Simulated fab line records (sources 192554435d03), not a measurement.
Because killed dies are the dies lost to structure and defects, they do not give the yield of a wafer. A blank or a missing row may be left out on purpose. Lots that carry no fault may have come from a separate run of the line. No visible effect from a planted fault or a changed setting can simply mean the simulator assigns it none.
Matching of chambers + flow n5_finfet + N5_BEOL_M15_VIA_ETCH_16 on rie_diel-05: 4 sister chambers
The step etches SiO2 in C4F8/O2/Ar, target depth 1792.2 nm. 8 wafers are shown with their chamber, then 11 later ones without.

EACH WAFER AND ITS CHAMBER
| wafer  | chamber | showerhead_plenum_p_Torr (Torr) | rf_vpp_V (V) |
|--------|---------|---------------------------------|--------------|
| L080.5 | 1       | 3.40                            | 2177         |
| L082.1 | 0       | 3.38                            | 2201         |
| L082.4 | 1       | 3.39                            | 2176         |
| L082.6 | 3       | 3.31                            | 2203         |
| L087.1 | 2       | 3.63                            | 2157         |
| L087.2 | 0       | 3.38                            | 2200         |
| L087.5 | 3       | 3.31                            | 2203         |
| L089.1 | 2       | 3.63                            | 2156         |

WAFERS WITHOUT THEIR CHAMBER
| wafer  | showerhead_plenum_p_Torr (Torr) | rf_vpp_V (V) |
|--------|---------------------------------|--------------|
| L089.3 | 3.39                            | 2177         |
| L089.4 | 3.38                            | 2199         |
| L086.3 | 3.31                            | 2202         |
| L086.4 | 3.39                            | 2175         |
| L086.6 | 3.39                            | 2175         |
| L092.1 | 3.38                            | 2175         |
| L092.2 | 3.30                            | 2202         |
| L092.5 | 3.62                            | 2156         |
| L097.2 | 3.38                            | 2175         |
| L097.4 | 3.30                            | 2200         |
| L097.5 | 3.30                            | 2201         |

WHICH CHAMBER EACH ONE RAN IN
| wafer  | from the rows above | in truth |
|--------|---------------------|----------|
| L089.3 | 1                   | 1        |
| L089.4 | 0                   | 0        |
| L086.3 | 3                   | 3        |
| L086.4 | 1                   | 1        |
| L086.6 | 1                   | 1        |
| L092.1 | 1                   | 1        |
| L092.2 | 3                   | 3        |
| L092.5 | 2                   | 2        |
| L097.2 | 1                   | 1        |
| L097.4 | 3                   | 3        |
| L097.5 | 3                   | 3        |
Correct placement for 11 of the 11. Can't be placed from these rows: 0. Placed wrongly: 0.
How it was worked out, from the rows above alone: a wafer's distance from a chamber is the root of the sum, over the readings, of the square of ((its reading less the chamber's mean) divided by the reading's scatter). If the next closest chamber is less than 2 further off than the closest, the wafer can't be placed; otherwise it belongs to the closest. Each chamber's mean is taken over the wafers shown for it. How the scatter is found: for the shown wafers, subtract from each reading the mean of its chamber, square and add these, divide the total by (wafers less chambers), then take the root.
